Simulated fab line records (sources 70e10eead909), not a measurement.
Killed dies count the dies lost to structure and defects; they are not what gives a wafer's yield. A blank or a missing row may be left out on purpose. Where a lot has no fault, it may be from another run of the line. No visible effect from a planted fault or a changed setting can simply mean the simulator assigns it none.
Chamber matching -- flow nand_harc -- cmp-02 running NHARC_A_STAIRCASE_CMP_472: 4 sister chambers
The step polishes SiO2. 8 wafers are shown with their chamber, then 9 later ones without.

== WAFERS, EACH WITH ITS CHAMBER ==
wafer,chamber,motor_current_A (A),slurry_filter_dp_kPa (kPa)
L083.2,1,14.0,13.68
L083.6,2,10.8,13.51
L087.4,3,12.8,13.56
L087.5,1,13.5,13.52
L087.6,2,11.3,13.55
L085.2,0,12.3,13.68
L085.3,3,12.0,13.46
L085.6,0,13.4,13.39

== WAFERS WHOSE CHAMBER IS MISSING ==
wafer,motor_current_A (A),slurry_filter_dp_kPa (kPa)
L088.2,12.6,13.42
L088.4,11.9,13.45
L088.5,13.2,13.35
L093.1,11.6,13.65
L093.3,12.9,13.61
L093.4,13.6,13.39
L096.1,11.9,13.29
L096.2,13.2,13.47
L096.4,11.1,13.52

== THE CHAMBER EACH PASSED THROUGH ==
wafer,from the rows above,in truth
L088.2,can't be placed: 3 or 0 or 1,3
L088.4,can't be placed: 3 or 2 or 0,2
L088.5,can't be placed: 0 or 3 or 1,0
L093.1,can't be placed: 2 or 3 or 0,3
L093.3,can't be placed: 0 or 3 or 1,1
L093.4,can't be placed: 1 or 0 or 3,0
L096.1,can't be placed: 3 or 2 or 0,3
L096.2,can't be placed: 0 or 1 or 3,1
L096.4,2,2
Placed correctly: 1 of 9. These rows do not allow placing 8 (true chamber among the candidates in 8). Placed wrongly: 0.
How it was worked out, from the rows above alone: a wafer's distance from a chamber is the root of the sum, over the readings, of the square of ((its reading less the chamber's mean) divided by the reading's scatter). If the next closest chamber is less than 2 further off than the closest, the wafer can't be placed; otherwise it belongs to the closest. The mean given for a chamber averages the wafers shown for that chamber. The scatter: take each reading less its chamber's mean, square it, sum over the shown wafers, divide by the number of wafers less the number of chambers, and take the root.
